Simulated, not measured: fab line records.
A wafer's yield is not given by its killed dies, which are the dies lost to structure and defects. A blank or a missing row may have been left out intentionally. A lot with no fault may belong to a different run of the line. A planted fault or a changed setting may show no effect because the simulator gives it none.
fab line records    flow nandHarc    part 2 of 2: steps 5 to 6 of 6
record: lots: 22  wafers: 66  lastDay: 33
route steps=1302 shown A_CHANNEL_FILL_D2@613 A_STAIRCASE@668
lots that met no fault: from a run of the same line without faults
startH: start of the lot's first displayed wafer, in hours after the record's first day    waitH: hours from the lot's prior step to this one    " unchanged from the row above    L1.1+2: one row covering several wafers at once    - value missing, or start not given    * or withheld: withheld    < > ~ a bound
route shown NAME@n: a module of which the file shows steps, and the number in the route of the first    usual: the fault-free wafers' mean and standard deviation    same: alike in all rows    chamber/n: place in a boat    sites: per-site readings    _std_site: their standard deviation    _edge_site: the outer-site mean with the inner-site mean subtracted    radiusMm: for every site, how far away it sits from the centre of the wafer    mask NAME#n: copy n    behind: tool/chamber where the wafer was last shaped    hold: why the lot was held/for how many hours/how that ended    device: the n, p or np transistor that did not switch    end of line: at the end of the route, the tests of the same wafers    step lacking rows: just its recipe    killed: at the first sort, the dies lost to defects and structure; wafer yield is something else    map: dies across one wafer; x = killed, . = not, _ = none there
set.NAME: the setting as run; set.NAME@STEP: as run at that earlier step    model.NAME: the simulator's own value behind a step, which no gauge read
a sample of lots followed through the steps of the route, with each step as a table and each wafer as a row
services: the hour from which a tool's chamber was out of use, counted from the record's first day as startH (under 0 if before that day), plus the number of hours and why
== steps ==
step: NHARC_A_STAIRCASE_TRIM_16
recipe: timeS: 211.2  o2FlowSccm: 500  arFlowSccm: 0  biasW: 0  chemistry: O2
usual: drypumpMotorCurrentA: 5.8/0.51  mfcArSccm: 0.010/0.012  oesProductAu: 1.000/0.0087  rfVppV: 57.6/0.85  showerheadPlenumPTorr: 3.45/0.072  throttleValvePct: 17.036/0.0096
same: timeS: 211.2
lot.wafer  tool        chamber  startH  waitH  drypumpMotorCurrentA  mfcArSccm  oesProductAu  rfHoursCounterH  rfVppV  showerheadPlenumPTorr  throttleValvePct
L075.3     rieDiel-08  3        -       -      6.2                   0.022      1.005         58               57.0    3.34                   17.015
L075.2     "           2        "       "      5.9                   0          0.995         56               59.9    3.50                   17.053
L075.5     "           3        "       "      6.2                   0.022      1.008         -                57.5    3.34                   17.034
L074.2     rieDiel-11  3        -       -      5.9                   0          0.989         29               58.7    3.45                   17.041
L074.1     "           2        "       "      6.4                   0          1.003         30               56.3    3.39                   17.043
L074.5     "           0        "       "      5.5                   0          0.999         -                58.6    3.55                   17.038
L076.3     rieDiel-11  0        -       -      5.5                   0          0.988         37               58.5    3.54                   17.037
L076.5     "           1        "       "      5.8                   0          1.002         -                57.9    3.47                   17.026
L076.6     "           2        "       "      6.4                   0          1.004         -                57.8    3.38                   17.038
L077.3     rieDiel-04  0        -       -      6.5                   0.025      1.018         9                56.5    3.54                   17.040
L077.4     "           3        "       "      5.6                   0.007      1.001         6                57.5    3.35                   17.041
L077.5     "           0        "       "      6.5                   0.025      1.008         -                58.6    3.54                   17.038
L079.4     rieDiel-08  2        -       -      5.9                   0          0.995         9                57.8    3.49                   17.043
L079.1     "           0        "       "      5.3                   0          0.989         10               58.1    3.52                   17.042
L079.6     "           3        "       "      6.2                   0.022      1.003         -                56.7    3.34                   17.036
L078.2     rieDiel-04  0        -       -      6.5                   0.025      1.004         17               58.7    3.54                   17.058
L078.3     "           1        "       "      5.9                   0          1.004         15               58.8    3.50                   17.023
L078.5     "           3        "       "      5.6                   0.007      1.000         -                57.8    3.35                   17.026
L080.2     rieDiel-11  1        -       -      5.9                   0          1.011         47               56.1    3.46                   17.039
L080.4     "           2        "       "      6.4                   0          1.017         53               57.8    3.38                   17.041
L080.6     "           0        "       "      5.5                   0          0.988         -                57.4    3.53                   17.010
L082.3     rieDiel-08  1        -       -      4.8                   0.026      1.007         19               56.6    3.47                   17.049
L082.1     "           3        "       "      6.2                   0.022      1.016         12               57.6    3.34                   17.049
L082.6     "           1        "       "      4.8                   0.026      1.009         -                58.0    3.47                   17.042
L081.3     rieDiel-08  0        -       -      5.3                   0          0.990         17               58.0    3.52                   17.031
L081.1     "           1        "       "      4.8                   0.026      0.991         19               57.3    3.47                   17.020
L081.2     "           3        "       "      6.1                   0.022      1.009         12               58.5    3.33                   17.022
L083.3     rieDiel-04  0        -       -      6.5                   0.025      1.012         26               57.1    3.53                   17.053
L083.4     "           3        "       "      5.6                   0.007      0.996         23               56.7    3.34                   17.035
L083.5     "           0        "       "      6.5                   0.025      1.004         -                58.2    3.53                   17.026
L086.2     rieDiel-08  3        -       -      6.2                   0.022      1.017         26               56.9    3.33                   17.034
L086.1     "           0        "       "      5.3                   0          0.998         30               58.3    3.51                   17.035
L086.5     "           2        "       "      5.9                   0          0.987         -                57.0    3.48                   17.050
L084.2     rieDiel-11  1        -       -      5.8                   0          0.997         10               57.0    3.45                   17.033
L084.5     "           0        "       "      5.5                   0          0.993         -                57.8    3.53                   17.038
L084.6     "           1        "       "      5.9                   0          0.992         -                57.7    3.45                   17.024
L087.4     rieDiel-11  3        -       -      5.9                   0          0.992         14               55.2    3.43                   17.022
L087.6     "           3        "       "      5.9                   0          0.999         -                57.1    3.43                   17.040
L087.5     "           0        "       "      5.5                   0          1.004         -                58.7    3.53                   17.033
L089.1     rieDiel-04  1        -       -      5.8                   0          0.998         45               58.5    3.48                   17.021
L089.3     "           2        "       "      6.6                   0.031      1.008         39               56.6    3.35                   17.031
L089.2     "           3        "       "      5.6                   0.007      0.995         36               56.2    3.33                   17.041
L090.4     rieDiel-08  3        -       -      6.2                   0.022      1.011         42               57.7    3.32                   17.035
L090.1     "           2        "       "      5.9                   0          0.996         45               57.1    3.47                   17.054
L090.5     "           3        "       "      6.2                   0.022      1.022         -                58.6    3.32                   17.033
L088.2     rieDiel-11  1        -       -      5.8                   0          0.998         20               58.4    3.45                   17.048
L088.5     "           1        "       "      5.9                   0          0.990         -                56.6    3.45                   17.027
L088.6     "           2        "       "      6.4                   0          0.999         -                57.1    3.36                   17.048
L091.2     rieDiel-08  3        -       -      6.2                   0.022      1.018         47               57.8    3.32                   17.039
L091.4     "           1        "       "      4.8                   0.026      0.984         55               57.2    3.45                   17.040
L091.5     "           0        "       "      5.3                   0          1.011         -                57.6    3.50                   17.045
L092.1     rieDiel-08  2        -       -      5.9                   0          0.994         58               57.4    3.46                   17.044
L092.5     "           0        "       "      5.3                   0          0.992         -                57.9    3.50                   17.039
L092.6     "           1        "       "      4.8                   0.026      0.989         -                58.2    3.45                   17.028
L094.2     rieDiel-04  1        -       -      5.9                   0          1.018         4                57.2    3.47                   17.043
L094.1     "           3        "       "      5.6                   0.007      1.000         5                57.1    3.33                   17.039
L094.5     "           0        "       "      6.5                   0.025      0.993         -                58.5    3.52                   17.026
L095.2     rieDiel-08  1        -       -      4.8                   0.026      0.988         3                58.2    3.45                   17.038
L095.1     "           3        "       "      6.1                   0.022      1.003         2                56.6    3.31                   17.050
L095.5     "           0        "       "      5.3                   0          1.016         -                57.1    3.50                   17.036
L097.1     rieDiel-04  0        -       -      6.5                   0.025      0.995         9                58.7    3.52                   17.014
L097.3     "           1        "       "      5.8                   0          1.000         8                57.4    3.47                   17.033
L097.6     "           2        "       "      6.7                   0.031      0.979         -                55.8    3.34                   17.041
L096.3     rieDiel-04  2        -       -      6.7                   0.031      0.990         10               57.4    3.34                   17.029
L096.6     "           0        "       "      6.5                   0.025      1.007         -                58.1    3.52                   17.038
L096.5     "           1        "       "      5.9                   0          1.001         -                56.9    3.47                   17.044
step: NHARC_A_STAIRCASE_ETCH_23
recipe: targetDepthA: 1000  timeS: 40.5  ionEnergyEv: 400  c4f8FlowSccm: 20  o2FlowSccm: 10  arFlowSccm: withheld  rfW: 600  biasW: 1000  chemistry: C4F8/O2
usual: oesProductAu: 0.947/0.012  rfFwdPowerW: 593.3/2.5  rfVppV: 892.5/2.8
same: timeS: 40.5
lot.wafer  tool        chamber  startH  waitH  oesProductAu  rfFwdPowerW  rfHoursCounterH  rfVppV
L075.2     rieDiel-08  1        -       -      0.945         591.3        54               894.3
L075.3     "           0        "       "      0.939         592.1        52               896.3
L075.5     "           1        "       "      0.942         595.7        -                893.9
L074.2     rieDiel-11  1        -       -      0.958         594.9        30               893.0
L074.1     "           2        "       "      0.945         596.4        32               892.8
L074.5     "           3        "       "      0.929         594.0        -                893.8
L076.3     rieDiel-08  0        -       -      0.964         593.9        0                894.9
L076.5     "           3        "       "      0.952         591.3        -                888.5
L076.6     "           0        "       "      0.964         595.5        -                896.2
L077.3     rieDiel-04  3        -       -      0.933         589.7        7                888.2
L077.4     "           0        "       "      0.946         592.9        9                897.1
L077.5     "           3        "       "      0.940         589.5        -                889.1
L079.4     rieDiel-08  2        -       -      0.952         590.3        9                894.9
L079.1     "           0        "       "      0.924         594.9        10               897.3
L079.6     "           3        "       "      0.943         587.9        -                888.1
L078.3     rieDiel-08  2        -       -      0.937         590.4        10               894.7
L078.2     "           0        "       "      0.941         598.6        11               896.4
L078.5     "           2        "       "      0.935         593.8        -                894.6
L080.4     rieDiel-11  1        -       -      0.968         598.2        47               893.5
L080.2     "           3        "       "      0.931         592.0        53               892.5
L080.6     "           1        "       "      0.969         595.2        -                893.2
L082.3     rieDiel-04  1        -       -      0.967         591.4        19               895.3
L082.1     "           2        "       "      0.963         593.9        16               888.7
L082.6     "           2        "       "      0.941         593.7        -                890.2
L081.1     rieDiel-08  3        -       -      0.953         592.8        13               888.5
L081.3     "           0        "       "      0.930         596.1        18               894.7
L081.2     "           1        "       "      0.946         593.6        20               893.3
L083.3     rieDiel-11  3        -       -      0.935         591.8        6                892.1
L083.4     "           0        "       "      0.943         590.2        4                895.1
L083.5     "           2        "       "      0.945         595.0        -                889.7
L086.1     rieDiel-08  3        -       -      0.953         587.9        27               888.0
L086.2     "           2        "       "      0.936         593.2        30               892.3
L086.5     "           0        "       "      0.943         595.6        -                894.0
L084.2     rieDiel-11  2        -       -      0.949         596.6        12               889.5
L084.6     "           3        "       "      0.948         593.7        -                891.0
L084.5     "           0        "       "      0.947         593.7        -                896.6
L087.4     rieDiel-11  1        -       -      0.946         595.1        14               892.2
L087.5     "           0        "       "      0.942         596.1        -                895.9
L087.6     "           1        "       "      0.948         595.9        -                893.8
L089.2     rieDiel-08  1        -       -      0.925         592.5        49               893.8
L089.1     "           2        "       "      0.941         591.1        46               893.8
L089.3     "           0        "       "      0.944         592.9        46               893.9
L090.1     rieDiel-08  2        -       -      0.946         593.3        46               895.4
L090.4     "           3        "       "      0.972         589.6        43               888.2
L090.5     "           1        "       "      0.930         596.9        -                894.3
L088.2     rieDiel-04  0        -       -      0.941         593.2        42               896.5
L088.5     "           2        "       "      0.965         595.1        -                889.5
L088.6     "           3        "       "      0.954         591.6        -                889.4
L091.4     rieDiel-08  2        -       -      0.950         591.4        50               893.4
L091.2     "           3        "       "      0.953         592.2        47               887.7
L091.5     "           2        "       "      0.945         593.4        -                892.3
L092.1     rieDiel-08  3        -       -      0.972         590.5        54               890.0
L092.5     "           2        "       "      0.942         591.1        -                895.9
L092.6     "           3        "       "      0.973         590.2        -                887.8
L094.2     rieDiel-11  2        -       -      0.954         593.6        47               889.0
L094.1     "           3        "       "      0.955         590.0        43               891.1
L094.5     "           1        "       "      0.947         598.7        -                892.4
L095.2     rieDiel-08  0        -       -      0.965         593.3        3                894.2
L095.1     "           1        "       "      0.961         596.1        3                892.9
L095.5     "           3        "       "      0.932         594.1        -                889.1
L097.3     rieDiel-08  1        -       -      0.950         598.6        5                894.0
L097.1     "           3        "       "      0.959         589.6        5                888.9
L097.6     "           1        "       "      0.952         597.4        -                893.4
L096.3     rieDiel-04  2        -       -      0.923         591.4        10               889.0
L096.5     "           1        "       "      0.967         591.3        -                893.0
L096.6     "           2        "       "      0.925         595.8        -                889.8
== services ==
tool            chamber  startH  hours  kind
rieDiel-08      2        292.08  1.3    repair
rieDiel-04      -        299.80  0.9    repair
rieSi-06        3        305.20  3.2    repair
rieSi-03        3        310.93  6.3    repair
rieSi-02        0        326.87  5.5    repair
rieDiel-04      -        354.90  9.0    pm
rieSi-06        2        362.95  10.1   repair
rieDiel-08      -        368.68  9.0    pm
rieDiel-11      3        384.84  1.2    repair
rieDiel-11      1        420.84  8.0    repair
rieSi-06        -        426.00  9.0    pm
rieDiel-11      -        432.52  9.0    pm
aldSinBatch-02  -        451.81  12.2   repair
rieSi-02        -        454.00  9.0    pm
rieSi-06        2        476.86  6.4    repair
rieSi-02        3        481.77  6.1    repair
rieDiel-11      1        496.97  9.3    repair
aldSinBatch-01  -        506.00  26.0   pm
rieDiel-04      0        529.96  2.8    repair
rieDiel-04      -        534.62  9.0    pm
rieSi-02        0        537.66  1.1    repair
rieDiel-08      -        545.68  9.0    pm
rieSi-02        0        556.97  3.7    repair
rieSi-06        -        566.18  0.4    repair
